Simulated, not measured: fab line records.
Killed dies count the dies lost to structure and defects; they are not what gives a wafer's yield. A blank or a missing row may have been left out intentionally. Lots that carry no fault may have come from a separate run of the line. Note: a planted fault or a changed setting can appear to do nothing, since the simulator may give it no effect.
The tool behind it: which one? + flow n5-finfet + at 1 step of a route of 1938, 12 lots with 36 wafers sampled

WHAT EACH GAUGE READ, for each wafer
N5_SD_EPI_N_INSPECT_11: inspects for defects (macro).
| lot  | measured    | on                | raw-defect-count |
|------|-------------|-------------------|------------------|
| L075 | day 3 14:08 | defect-inspect-02 | 4 2 3            |
| L077 | day 3 23:29 | defect-inspect-02 | 2 0 2            |
| L079 | day 4 08:18 | defect-inspect-01 | 2 2 3            |
| L081 | day 4 19:58 | defect-inspect-02 | 2 0 2            |
| L083 | day 5 10:55 | defect-inspect-01 | 3 2 1            |
| L085 | day 5 18:59 | defect-inspect-02 | 1 3 2            |
| L087 | day 6 06:40 | defect-inspect-01 | 1 0 1            |
| L089 | day 6 18:39 | defect-inspect-01 | 1 1 0            |
| L091 | day 7 07:33 | defect-inspect-02 | 1 1 3            |
| L093 | day 7 18:49 | defect-inspect-02 | 1 1 4            |
| L095 | day 8 05:04 | defect-inspect-02 | 1 1 3            |
| L097 | day 8 22:23 | defect-inspect-02 | 1 5 0            |

EACH LOT AND THE TOOL THAT RAN IT (in order: tool; ch and the chambers of the sampled wafers; start)
Before these readings, the record contains no process step.

THE ANSWER, worked out from the rows above alone
Rule: the lots themselves supply what counts as usual. The widest of any qualifying gaps counts: lots, ordered by their means at a reading, are off when they make up no more than a third of the lots, leave a main group of 4 or more, and stand apart from it by 3 or more times the standard deviation of that group's means. A main group whose means are all the same, to the digits that the tables above print for the reading, isn't used. A lot without any number at a reading at which 4 lots or more have one is off too. Where the step has rows for the other lots, those lots are counted as sound.
No lot is off at any reading shown: from this, nothing can be told.

WHAT THE SIMULATOR HAD INSERTED
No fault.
